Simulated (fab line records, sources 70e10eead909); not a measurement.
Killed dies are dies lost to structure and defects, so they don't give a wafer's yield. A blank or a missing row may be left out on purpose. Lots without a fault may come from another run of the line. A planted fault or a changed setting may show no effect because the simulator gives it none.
Chamber matching | flow nand_harc | NHARC_A_CHANNEL_FILL_D1_ALD_02 on ald_hk-02: 4 sister chambers
The step deposits SiO2, target thk 6 nm, pulse time 10 s, ald cycles 60. 22 wafers are shown with their chamber, then 11 later ones without.

WAFERS WITH THEIR CHAMBER
wafer  | chamber | heater_power_w (W) | precursor_pulse_height_rel
L075.1 | 1       | 433                | 1.047
L075.4 | 2       | 467                | 1.046
L075.5 | 2       | 469                | 0.965
L075.2 | 3       | 468                | 0.993
L075.3 | 0       | 490                | 0.994
L075.6 | 3       | 473                | 1.021
L076.1 | 2       | 472                | 1.013
L076.4 | 3       | 477                | 0.964
L076.5 | 1       | 434                | 1.010
L080.2 | 1       | 434                | 1.002
L080.4 | 3       | 477                | 0.995
L080.6 | 1       | 440                | 1.019
L086.1 | 0       | 470                | 0.987
L086.4 | 3       | 473                | 0.993
L086.6 | 2       | 470                | 0.986
L088.1 | 1       | 439                | 0.959
L088.3 | 2       | 474                | 0.992
L088.5 | 2       | 473                | 0.990
L090.1 | 0       | 490                | 1.011
L090.2 | 2       | 479                | 0.999
L090.4 | 3       | 476                | 0.965
L094.3 | 2       | 481                | 0.991

SIGNATURES (means of the wafers above)
reading                    | chamber 0 | chamber 1 | chamber 2 | chamber 3 | scatter within a chamber
heater_power_w             | 483.33    | 436.00    | 473.12    | 474.00    | 5.43
precursor_pulse_height_rel | 0.99733   | 1.00740   | 0.99775   | 0.98850   | 0.0243
Rule: a wafer's distance from a chamber is the root of the sum, over the readings, of the square of ((its reading less the chamber's mean) divided by the reading's scatter). The wafer belongs to the nearest chamber; if the next one is less than 2 further off, it can't be placed. The scatter: the root of (the sum of the squares of (reading less its chamber's mean) over the shown wafers, divided by (wafers less chambers)).

WAFERS WITHOUT THEIR CHAMBER
wafer  | heater_power_w (W) | precursor_pulse_height_rel
L094.4 | 495                | 0.968
L094.6 | 423                | 1.023
L095.1 | 473                | 1.031
L095.2 | 487                | 0.986
L095.6 | 478                | 1.014
L096.2 | 497                | 1.011
L096.4 | 485                | 1.000
L096.5 | 425                | 1.019
L097.1 | 448                | 0.999
L097.3 | 475                | 0.994
L097.6 | 463                | 1.029

WHICH CHAMBER EACH WENT THROUGH
wafer  | from the rows above          | in truth
L094.4 | can't be placed: 0 or 3 or 2 | 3
L094.6 | 1                            | 1
L095.1 | can't be placed: 2 or 3 or 0 | 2
L095.2 | can't be placed: 0 or 3 or 2 | 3
L095.6 | can't be placed: 2 or 0 or 3 | 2
L096.2 | can't be placed: 0 or 3 or 2 | 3
L096.4 | can't be placed: 0 or 3 or 2 | 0
L096.5 | 1                            | 1
L097.1 | 1                            | 1
L097.3 | can't be placed: 3 or 2 or 0 | 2
L097.6 | can't be placed: 2 or 3 or 0 | 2
Placed correctly: 3 of 11. Can't be placed from these rows: 8 (the true chamber is among the candidates in 8). Placed wrongly: 0.
